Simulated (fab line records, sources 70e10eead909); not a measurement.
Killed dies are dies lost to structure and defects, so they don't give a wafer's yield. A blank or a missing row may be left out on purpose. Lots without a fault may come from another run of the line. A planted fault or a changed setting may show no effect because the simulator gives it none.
fab line records | flow nand_harc
record lots=13 wafers=39 last_day=33
route steps=1302 shown P_BONDPAD@375 A_START@389 A_ONON_D1@425 END@1302
lots that met no fault: from a run of the same line without faults
start_h: hours from the record's first day to the start of the lot's first wafer shown | wait_h: hours since the lot's step before | " the same as in the row above | L1.1+2: a row that stands for several wafers | - no value, or no start given | * or withheld: withheld | < > ~ a bound
route shown NAME@n: a module of which the file shows steps, and the number in the route of the first | usual: mean/standard deviation of fault-free wafers | same: alike in all rows | chamber/n: place in a boat | sites: the reading at each site | _std_site: their standard deviation | _edge_site: outer sites' mean less inner sites' | radius_mm: how far each site lies from the wafer's centre | mask NAME#n: copy n | behind: the tool/chamber that last shaped the wafer | hold: why the lot was held/for how many hours/how that ended | device: the transistor (n, p or np) that didn't switch | end of line: the same wafers' tests at the end of the route | a step without rows: its recipe alone | killed: dies lost to structure and defects at the first sort, not the wafer's yield | map: a wafer's dies, x killed, . not, _ none there
set.NAME: the setting as run; set.NAME@STEP: as run at that earlier step | model.NAME: the simulator's own value behind a step, which no gauge read
steps of the route over a sample of lots; a table a step, a row a wafer
services: from which hour (start_h, from the record's first day; less than 0 if before it) a tool's chamber was out of use, for how many hours, and why
## steps
# step NHARC_P_BONDPAD_PRE_CLEAN_26
# recipe time_s=30 temp_c=280 gas=H2/He
# usual heater_power_w=417/53
# columns lot.wafer tool chamber start_h wait_h heater_power_w
L452.3 pvd_sputter-03 - - - 517
L452.4 " - " " 406
L452.5 " - " " 349
L454.3 pvd_sputter-03 - - - 367
L454.1 " - " " 442
L454.4 " - " " 413
L455.2 pvd_sputter-01 - - - 423
L455.4 " - " " 379
L455.6 " - " " 390
L457.2 pvd_sputter-02 - - - 335
L457.1 " - " " 357
L457.6 " - " " 327
L459.3 pvd_sputter-01 - - - 437
L459.1 " - " " 378
L459.5 " - " " 413
L461.4 pvd_sputter-02 - - - 503
L461.2 " - " " 412
L461.5 " - " " 417
L464.1 pvd_sputter-01 - - - 438
L464.4 " - " " 399
L464.6 " - " " 407
L469.1 pvd_sputter-01 - - - 416
L469.2 " - " " 442
L469.6 " - " " 419
L470.1 pvd_sputter-01 - - - 422
L470.2 " - " " 402
L470.6 " - " " 395
L471.1 pvd_sputter-03 - - - 408
L471.6 " - " " 418
L471.5 " - " " 356
L472.1 pvd_sputter-02 - - - 411
L472.4 " - " " 356
L472.6 " - " " 479
L473.1 pvd_sputter-02 - - - 360
L473.3 " - " " 470
L473.5 " - " " 422
L475.1 pvd_sputter-03 - - - 366
L475.4 " - " " 507
L475.6 " - " " 358
# step NHARC_A_START_INSPECT_01
# usual raw_defect_count=3.6/1.9
# columns lot.wafer tool chamber start_h wait_h raw_defect_count
L452.3 defect_inspect-01 - 151.40 - 4
L452.4 " - " " 2
L452.5 " - " " 7
L454.1 defect_inspect-01 - 167.90 - 5
L454.3 " - " " 7
L454.4 " - " " 5
L455.2 defect_inspect-02 - 179.76 - 2
L455.4 " - " " 5
L455.6 " - " " 4
L457.1 defect_inspect-01 - 190.57 - 8
L457.2 " - " " 2
L457.6 " - " " 3
L459.1 defect_inspect-02 - 205.43 - 4
L459.3 " - " " 6
L459.5 " - " " 2
L461.2 defect_inspect-02 - 228.84 - 9
L461.4 " - " " 3
L461.5 " - " " 2
L464.1 defect_inspect-02 - 254.11 - 7
L464.4 " - " " 3
L464.6 " - " " 4
L469.1 defect_inspect-02 - 306.17 - 4
L469.2 " - " " 5
L469.6 " - " " 3
L470.1 defect_inspect-01 - 316.09 - 3
L470.2 " - " " 4
L470.6 " - " " 1
L471.1 defect_inspect-02 - 324.86 - 3
L471.5 " - " " 2
L471.6 " - " " 6
L472.1 defect_inspect-01 - 343.72 - 3
L472.4 " - " " 3
L472.6 " - " " 4
L473.1 defect_inspect-02 - 348.49 - 4
L473.3 " - " " 4
L473.5 " - " " 2
L475.1 defect_inspect-01 - 367.95 - 1
L475.4 " - " " 2
L475.6 " - " " 0
# step NHARC_A_ONON_D1_THK_MEAS_02
# recipe thk_meas_gauge=ellipsometry
# usual thk_nm=999/8.6
# columns lot.wafer tool chamber start_h wait_h thk_nm
L452.3 film_metro-02 - 178.09 - 1009
L452.4 " - " " 1010
L452.5 " - " " 1010
L454.1 film_metro-02 - 192.67 - 999
L454.3 " - " " 1001
L454.4 " - " " 998
L455.2 film_metro-01 - 203.18 - 995
L455.4 " - " " 995
L455.6 " - " " 996
L457.1 film_metro-01 - 213.72 - 999
L457.2 " - " " 998
L457.6 " - " " 997
L459.1 film_metro-01 - 231.50 - 1001
L459.3 " - " " 1001
L459.5 " - " " 999
L461.2 film_metro-02 - 252.30 - 1017
L461.4 " - " " 1017
L461.5 " - " " 1017
L464.1 film_metro-01 - 279.81 - 1006
L464.4 " - " " 1004
L464.6 " - " " 1005
L469.1 film_metro-02 - 332.19 - 988
L469.2 " - " " 987
L469.6 " - " " 989
L470.1 film_metro-02 - 340.94 - 993
L470.2 " - " " 993
L470.6 " - " " 991
L471.1 film_metro-01 - 347.78 - 995
L471.5 " - " " 995
L471.6 " - " " 992
L472.1 film_metro-01 - 367.07 - 995
L472.4 " - " " 997
L472.6 " - " " 996
L473.1 film_metro-01 - 371.25 - 1000
L473.3 " - " " 1000
L473.5 " - " " 1002
L475.1 film_metro-02 - 395.54 - 1007
L475.4 " - " " 1009
L475.6 " - " " 1008
# step NHARC_A_ONON_D1_DEP_09
# recipe target_thk_a=10000 n2_flow_sccm=2750 n2o_flow_sccm=2000 nh3_flow_sccm=500 sih4_flow_sccm=210 temp_c=400
# usual nh3_flow_sccm=500.0/1.5
# columns lot.wafer tool chamber start_h wait_h nh3_flow_sccm
L452.3 pecvd_onon-02 0 179.40 0.2 502.7
L452.4 " 0 " " 502.4
L452.5 " 0 " " 502.5
L454.1 pecvd_onon-03 0 193.87 0.1 499.3
L454.3 " 0 " " 500.9
L454.4 " 0 " " 499.6
L455.2 pecvd_onon-04 0 204.43 0.1 498.8
L455.4 " 0 " " 497.8
L455.6 " 0 " " 498.0
L457.1 pecvd_onon-03 0 214.90 0.1 497.4
L457.2 " 0 " " 498.8
L457.6 " 0 " " 498.7
L459.1 pecvd_onon-02 0 232.69 0.1 500.6
L459.3 " 0 " " 501.1
L459.5 " 0 " " 498.6
L461.2 pecvd_onon-02 0 253.55 0.1 499.5
L461.4 " 0 " " 500.1
L461.5 " 0 " " 499.1
L464.1 pecvd_onon-02 0 280.99 0.1 500.8
L464.4 " 0 " " 497.2
L464.6 " 0 " " 499.8
L469.1 pecvd_onon-03 0 333.38 0.1 499.6
L469.2 " 0 " " 498.4
L469.6 " 0 " " 499.7
L470.1 pecvd_onon-02 0 342.13 0.1 498.0
L470.2 " 0 " " 499.1
L470.6 " 0 " " 500.0
L471.1 pecvd_onon-03 0 348.97 0.1 502.3
L471.5 " 0 " " 499.6
L471.6 " 0 " " 501.5
L472.1 pecvd_onon-03 0 368.26 0.1 497.7
L472.4 " 0 " " 498.3
L472.6 " 0 " " 499.1
L473.1 pecvd_onon-04 0 372.44 0.1 500.5
L473.3 " 0 " " 500.0
L473.5 " 0 " " 502.0
L475.1 pecvd_onon-02 0 396.75 0.1 501.2
L475.4 " 0 " " 499.7
L475.6 " 0 " " 499.1
# step NHARC_A_ONON_D1_THK_MEAS_11
# recipe thk_meas_gauge=ellipsometry
# usual thk_nm=998/8
# columns lot.wafer tool chamber start_h wait_h thk_nm
L452.3 film_metro-02 - 179.79 - 988
L452.4 " - " " 991
L452.5 " - " " 992
L454.1 film_metro-01 - 194.38 - 991
L454.3 " - " " 991
L454.4 " - " " 991
L455.2 film_metro-02 - 204.88 - 984
L455.4 " - " " 985
L455.6 " - " " 985
L457.1 film_metro-02 - 215.41 - 990
L457.2 " - " " 991
L457.6 " - " " 989
L459.1 film_metro-01 - 233.20 - 996
L459.3 " - " " 997
L459.5 " - " " 995
L461.2 film_metro-01 - 254.01 - 1723
L461.4 " - " " 1722
L461.5 " - " " 1722
L464.1 film_metro-01 - 281.50 - 1731
L464.4 " - " " 1731
L464.6 " - " " 1730
L469.1 film_metro-02 - 333.89 - 992
L469.2 " - " " 993
L469.6 " - " " 991
L470.1 film_metro-02 - 342.63 - 1001
L470.2 " - " " 1000
L470.6 " - " " 1000
L471.1 film_metro-01 - 349.47 - 1000
L471.5 " - " " 1002
L471.6 " - " " 1000
L472.1 film_metro-02 - 368.76 - 999
L472.4 " - " " 999
L472.6 " - " " 1002
L473.1 film_metro-02 - 372.94 - 992
L473.3 " - " " 993
L473.5 " - " " 993
L475.1 film_metro-01 - 397.26 - 1010
L475.4 " - " " 1010
L475.6 " - " " 1010
# step NHARC_END_SORT_01
# recipe temp_c=25
# usual killed_at_array=59/17 killed_at_other=0.9/1.6 killed_at_periphery=3.7/2.3 killed_dies=64/17 killed_open=3.3/1.8 killed_short=2.4/1.6
# same gross_dies=677
# columns lot.wafer tool chamber start_h wait_h killed_at_array killed_at_other killed_at_periphery killed_dies killed_open killed_short
L461.2 prober-01 0 667.81 2.8 666 5 6 677 3 3
L461.4 prober-01 0 669.37 3.3 672 2 3 677 5 1
L461.5 prober-01 0 670.15 3.6 669 1 7 677 3 4
L464.1 prober-02 0 700.54 2.5 673 0 4 677 2 2
L464.4 prober-02 0 702.96 3.4 673 0 4 677 2 3
L464.6 prober-02 0 704.56 4.0 673 0 4 677 2 3
# killed by level:class
L461.2 A_ONON_D1:area_dep=599 A_CHANNEL_HOLE_D1:chamber_film_flake=33 A_CHANNEL_HOLE_D2:chamber_film_flake=23 THIN_TSV:chamber_film_flake=5 A_STAIRCASE:chamber_film_flake=4 A_WL_FILL:geometric_particle:short=2 A_SGD_CUT:chamber_film_flake=2 P_GATE:geometric_particle:open=1
L461.4 A_ONON_D1:area_dep=594 A_CHANNEL_HOLE_D1:chamber_film_flake=30 A_CHANNEL_HOLE_D2:chamber_film_flake=28 A_STAIRCASE:chamber_film_flake=5 A_CHANNEL_FILL_D2:chamber_film_flake=3 A_SGD_CUT:chamber_film_flake=3 A_M1:geometric_particle:open=2 THIN_TSV:chamber_film_flake=2
L461.5 A_ONON_D1:area_dep=602 A_CHANNEL_HOLE_D1:chamber_film_flake=32 A_CHANNEL_HOLE_D2:chamber_film_flake=21 A_STAIRCASE:chamber_film_flake=5 A_SGD_CUT:chamber_film_flake=4 P_GATE:chamber_film_flake=2 P_GATE:geometric_particle:short=1 P_M1:geometric_particle:open=1
L464.1 A_ONON_D1:area_dep=602 A_SLIT:chamber_film_flake=33 A_CHANNEL_HOLE_D2:chamber_film_flake=17 A_CHANNEL_HOLE_D1:chamber_film_flake=9 A_CONTACT:chamber_film_flake=6 A_CHANNEL_FILL_D2:chamber_film_flake=2 P_CONTACT:geometric_particle:short=1 A_DECK1_JOINT:geometric_particle:open=1
L464.4 A_ONON_D1:area_dep=618 A_SLIT:chamber_film_flake=27 A_CHANNEL_HOLE_D2:chamber_film_flake=13 A_CHANNEL_HOLE_D1:chamber_film_flake=5 A_CONTACT:chamber_film_flake=4 P_GATE:chamber_film_flake=3 A_DECK1_JOINT:chamber_film_flake=2 P_CONTACT:geometric_particle:short=1
L464.6 A_ONON_D1:area_dep=595 A_SLIT:chamber_film_flake=34 A_CHANNEL_HOLE_D2:chamber_film_flake=21 A_CHANNEL_HOLE_D1:chamber_film_flake=7 A_CONTACT:chamber_film_flake=5 A_STAIRCASE:chamber_film_flake=3 P_GATE:chamber_film_flake=2 A_DECK1_JOINT:chamber_film_flake=2
## services
# columns tool chamber start_h hours kind
pecvd_onon-04 - 130.35 13.0 pm
pvd_sputter-03 - 156.73 7.7 repair
pvd_sputter-01 - 158.63 3.7 repair
pvd_sputter-02 - 159.49 12.2 repair
pvd_sputter-03 - 170.04 10.0 pm
pecvd_onon-02 - 185.00 13.0 pm
pvd_sputter-01 - 196.05 4.5 repair
pvd_sputter-01 - 210.28 1.8 repair
pvd_sputter-03 - 221.01 27.1 repair
pecvd_onon-03 - 227.00 13.0 pm
pvd_sputter-01 - 230.13 3.5 repair
pvd_sputter-02 - 286.08 10.0 pm
pecvd_onon-04 - 311.35 13.0 pm
pvd_sputter-03 - 325.70 3.4 repair
pvd_sputter-03 - 348.04 10.0 pm
pvd_sputter-02 - 365.67 3.9 repair
pecvd_onon-02 - 366.00 13.0 pm
pecvd_onon-03 - 377.52 1.9 repair
pvd_sputter-03 - 388.69 5.5 repair
## key
first_sign step=NHARC_A_ONON_D1_THK_MEAS_11 reading=thk_nm direction=up sigmas=91 usual=998 struck=1727
effect step=NHARC_END_SORT_01 reading=killed_at_array direction=up sigmas=37 usual=59 struck=671
more_kills_born_at NHARC_A_ONON_D1_DEP_09@pecvd_onon-02=3610
met_at NHARC_A_ONON_D1_DEP_09
struck_lots L461,L464
later_rows_left_out L461.2,L461.4,L461.5,L464.1,L464.4,L464.6
tester_left_out L461,L464
not_acting_at NHARC_P_BONDPAD_PRE_CLEAN_26,NHARC_A_START_INSPECT_01,NHARC_A_ONON_D1_THK_MEAS_02
onset_between 232.69 253.55
fault kind=process_parameter_drift tool=pecvd_onon-02 chamber=- onset_h=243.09 steps=NHARC_A_ONON_D1_DEP_09 channel=target_thk_a offset=* shape=step end_h=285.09 acts_in=* stated=*
# tester_left_out: of these lots the tester's yield and bins aren't shown, on N5 and GAA mostly nor the transistor test; their killed dies are dies lost to structure and defects alone, not to doping, threshold or leakage, so they don't give the yield
# later_rows_left_out: the simulator's readings of these wafers behind a module that went badly wrong aren't trusted and aren't shown, but for the sort
